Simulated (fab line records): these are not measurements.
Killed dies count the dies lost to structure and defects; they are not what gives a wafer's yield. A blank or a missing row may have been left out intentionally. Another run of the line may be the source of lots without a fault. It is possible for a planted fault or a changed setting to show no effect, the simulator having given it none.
Matching of chambers | flow nand harc | NHARC_P_ZERO_WELL_DESCUM_54 on rie diel-06: 4 sister chambers
The step chemistry O2, time 3 s. 8 wafers are shown with their chamber, then 7 later ones without.

## EACH WAFER AND ITS CHAMBER
wafer  | chamber | showerhead plenum p Torr (Torr) | drypump motor current A (A)
L614.4 | 2       | 1.93                            | 5.87
L617.2 | 0       | 1.90                            | 6.15
L617.6 | 0       | 1.90                            | 6.17
L618.1 | 3       | 1.87                            | 5.90
L618.2 | 1       | 1.92                            | 5.90
L618.6 | 1       | 1.92                            | 5.88
L632.1 | 2       | 1.93                            | 5.87
L632.2 | 3       | 1.86                            | 5.88

## WAFERS WITH NO CHAMBER GIVEN
wafer  | showerhead plenum p Torr (Torr) | drypump motor current A (A)
L632.5 | 1.92                            | 5.87
L633.2 | 1.89                            | 6.18
L633.4 | 1.86                            | 5.90
L633.6 | 1.93                            | 5.88
L634.1 | 1.86                            | 5.90
L634.3 | 1.93                            | 5.86
L634.5 | 1.86                            | 5.89

## WHICH CHAMBER EACH WENT THROUGH
wafer  | from the rows above     | in truth
L632.5 | can't be placed: 1 or 2 | 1
L633.2 | 0                       | 0
L633.4 | 3                       | 3
L633.6 | 2                       | 2
L634.1 | 3                       | 3
L634.3 | 2                       | 2
L634.5 | 3                       | 3
Correctly placed: 6 of 7. Cannot be placed on the basis of these rows: 1; the candidates contain the true chamber in 1. Wrongly placed: 0.
How it was worked out, from the rows above alone: a wafer's distance from a chamber is the root of the sum, over the readings, of the square of ((its reading less the chamber's mean) divided by the reading's scatter). The wafer belongs to the nearest chamber; if the next one is less than 2 further off, it can't be placed. For every chamber, the mean is computed from those of its wafers that are shown. The scatter is the square root of a quotient: the sum, over the shown wafers, of each reading's squared deviation from its chamber's mean, divided by wafers minus chambers.
